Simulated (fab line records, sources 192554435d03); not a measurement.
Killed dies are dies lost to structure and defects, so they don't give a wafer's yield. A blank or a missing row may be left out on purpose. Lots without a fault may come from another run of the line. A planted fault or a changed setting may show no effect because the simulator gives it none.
Split-lot experiment | flow n5_finfet | 7 lots, 21 wafers read, on a route of 1938 steps

THE SPLIT
At N5_BEOL_M5_ETCH_41 (etches SiCN in CH3F/O2, target depth 31.5 nm, time 56.7 s), the setting source_w was moved away from the recipe's 395 W on 6 of the 21 wafers read, by -17.9% to -6.5%. The other wafers ran this setting at the recipe's value.

The reading is taken at the split's own step.

THE READING
rf_vpp_V, in V, at N5_BEOL_M5_ETCH_41 (etches SiCN in CH3F/O2, target depth 31.5 nm, time 56.7 s). Fault-free wafers of this fab line usually give 298.0 V, standard deviation 1.3 V.

wafer  | tool, chamber at the split | source_w as run, W | against the recipe | rf_vpp_V, V | against lot-mates on the recipe
L080.1 | rie_diel-03, 3             | 363.1              | -8.1%              | 306.3       | +8.4
L080.4 | rie_diel-03, 0             | 395                | recipe             | 296.6       | -
L080.5 | rie_diel-03, 1             | 395                | recipe             | 299.2       | -
L083.3 | rie_diel-02, 2             | 395                | recipe             | 297.5       | -
L083.4 | rie_diel-02, 1             | 395                | recipe             | 297.6       | -
L083.6 | rie_diel-02, 3             | 353.8              | -10.4%             | 310.6       | +13.1
L087.2 | rie_diel-03, 2             | 395                | recipe             | 296.2       | -
L087.3 | rie_diel-03, 3             | 395                | recipe             | 297.2       | -
L087.5 | rie_diel-03, 3             | 395                | recipe             | 298.0       | -
L091.2 | rie_diel-02, 3             | 395                | recipe             | 300.1       | -
L091.5 | rie_diel-02, 2             | 395                | recipe             | 297.9       | -
L091.6 | rie_diel-02, 1             | 324.2              | -17.9%             | 316.0       | +17.0
L095.3 | rie_diel-02, 0             | 395                | recipe             | 298.4       | -
L095.4 | rie_diel-02, 3             | 395                | recipe             | 300.5       | -
L095.5 | rie_diel-02, 1             | 395                | recipe             | 296.7       | -
L096.1 | rie_diel-03, 2             | 395                | recipe             | 297.2       | -
L096.3 | rie_diel-03, 0             | 395                | recipe             | 297.2       | -
L096.6 | rie_diel-03, 2             | 345.9              | -12.4%             | 309.4       | +12.2
L097.4 | rie_diel-02, 1             | 369.5              | -6.5%              | 304.3       | +6.4
L097.5 | rie_diel-02, 3             | 369.5              | -6.5%              | 306.9       | +9.0
L097.6 | rie_diel-02, 0             | 395                | recipe             | 297.9       | -

THE FIT
A straight line over all 21 wafers: rf_vpp_V changes by -1.04 V for each +1% of source_w; r = -0.97; the points scatter about the line by 1.3 V.
The same after taking each lot's own level away (the mean of its wafers on the recipe; 21 wafers): -1.03 V for each +1%; r = -0.98; scatter 1.2 V.
On that fit, the largest move of source_w shifts the reading by 18 V.
The lots' own levels span 297.13 to 299.00 V, that is 1.4 times the standard deviation above.
So the lot-to-lot level changes the slope little: the two slopes agree.
Check: with one of the wafers moved furthest among these (-17.9%) left out of the fit, the line predicts +19.8 V for it against its lot-mates. It came out at +17 V against them.
Tool readings at the split's step, against how far the setting was moved: rf_vpp_V r = -0.97.

THE WHOLE CHAIN: every reading that the file lists as answering this split, in the file's order
step               | what it does                                              | reading                                                        | change (the file's fit)                | r (the file's)
N5_BEOL_M5_ETCH_41 | etches SiCN in CH3F/O2, target depth 31.5 nm, time 56.7 s | rf_vpp_V                                                       | -1.03 V for each +1% of the setting    | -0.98
N5_BEOL_M5_ETCH_41 | etches SiCN in CH3F/O2, target depth 31.5 nm, time 56.7 s | etch.depth_nm (the simulator's own value, which no gauge read) | +0.0687 nm for each +1% of the setting | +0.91

THE FILE'S OWN FIT
rf_vpp_V changes by -1.03 V for each +1% of source_w, r = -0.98.
